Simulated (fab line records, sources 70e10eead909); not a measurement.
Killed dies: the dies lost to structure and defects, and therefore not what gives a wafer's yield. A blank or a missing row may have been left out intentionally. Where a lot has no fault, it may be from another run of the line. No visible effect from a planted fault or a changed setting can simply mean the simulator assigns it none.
Matching of chambers	flow nand-harc	NHARC_P_GATE_DESCUM_61 on rie-diel-13: 4 sister chambers
The step chemistry O2, time 3 s. 4 wafers are shown with their chamber, then 10 later ones without.

## WAFERS WITH THEIR CHAMBER
wafer	chamber	drypump-motor-current-A (A)
L082.5	2	6.1
L085.3	0	5.6
L091.3	3	6.2
L091.4	1	5.2

## WAFERS WITHOUT THEIR CHAMBER
wafer	drypump-motor-current-A (A)
L091.5	6.0
L091.1	6.0
L091.2	5.6
L091.6	5.2
L092.2	6.2
L092.3	5.5
L092.5	6.2
L096.3	6.2
L096.5	5.2
L096.6	6.0

## WHICH CHAMBER EACH ONE RAN IN
wafer	from the rows above	in truth
L091.5	can't be placed: 2 or 3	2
L091.1	can't be placed: 2 or 3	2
L091.2	0	0
L091.6	1	1
L092.2	can't be placed: 3 or 2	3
L092.3	0	0
L092.5	can't be placed: 3 or 2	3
L096.3	can't be placed: 3 or 2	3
L096.5	1	1
L096.6	can't be placed: 2 or 3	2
4 of 10 placed correctly. Can't be placed from these rows: 6 (the true chamber is among the candidates in 6). Placed wrongly: 0.
How it was worked out, from the rows above alone: a wafer's distance from a chamber is the root of the sum, over the readings, of the square of ((its reading less the chamber's mean) divided by the reading's scatter). If the next closest chamber is less than 2 further off than the closest, the wafer can't be placed; otherwise it belongs to the closest. Each chamber's mean is taken over the wafers shown for it. The scatter: with one shown wafer a chamber, the root of the mean of the squares of how far each hidden wafer lies from its nearest shown one.
